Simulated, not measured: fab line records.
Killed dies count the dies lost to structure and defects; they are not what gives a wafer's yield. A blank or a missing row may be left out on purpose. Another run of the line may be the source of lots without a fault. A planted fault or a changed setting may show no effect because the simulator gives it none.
Matching of chambers | flow n5 finfet | 4 sister chambers for N5_MOL_CONTACT_COAG_ETCH_124 on rie diel-01
The step etches SiNx in CH3F/O2, stops on SiOC, target depth 6.5 nm. 4 wafers are shown with their chamber, then 10 later ones without.

WAFERS PAIRED WITH THEIR CHAMBERS
wafer  | chamber | drypump motor current A (A)
L086.3 | 0       | 6.3
L089.6 | 3       | 5.8
L091.2 | 1       | 5.2
L091.3 | 2       | 5.1

WAFERS MISSING THEIR CHAMBER
wafer  | drypump motor current A (A)
L091.6 | 5.2
L092.3 | 5.2
L092.5 | 5.2
L092.6 | 5.1
L095.2 | 5.1
L095.4 | 5.7
L095.6 | 6.3
L096.2 | 5.1
L096.3 | 6.3
L096.5 | 6.3

EACH ONE'S CHAMBER
wafer  | from the rows above | in truth
L091.6 | 1                   | 1
L092.3 | 1                   | 1
L092.5 | 1                   | 1
L092.6 | 2                   | 2
L095.2 | 2                   | 2
L095.4 | 3                   | 3
L095.6 | 0                   | 0
L096.2 | 2                   | 2
L096.3 | 0                   | 0
L096.5 | 0                   | 0
Correctly placed: 10 of 10. Number that these rows cannot place: 0. Placed wrongly: 0.
How it was worked out, from the rows above alone: a wafer's distance from a chamber is the root of the sum, over the readings, of the square of ((its reading less the chamber's mean) divided by the reading's scatter). The wafer belongs to the nearest chamber; if the next one is less than 2 further off, it can't be placed. A chamber's mean is the mean of its shown wafers. The scatter: with one shown wafer a chamber, the root of the mean of the squares of how far each hidden wafer lies from its nearest shown one.
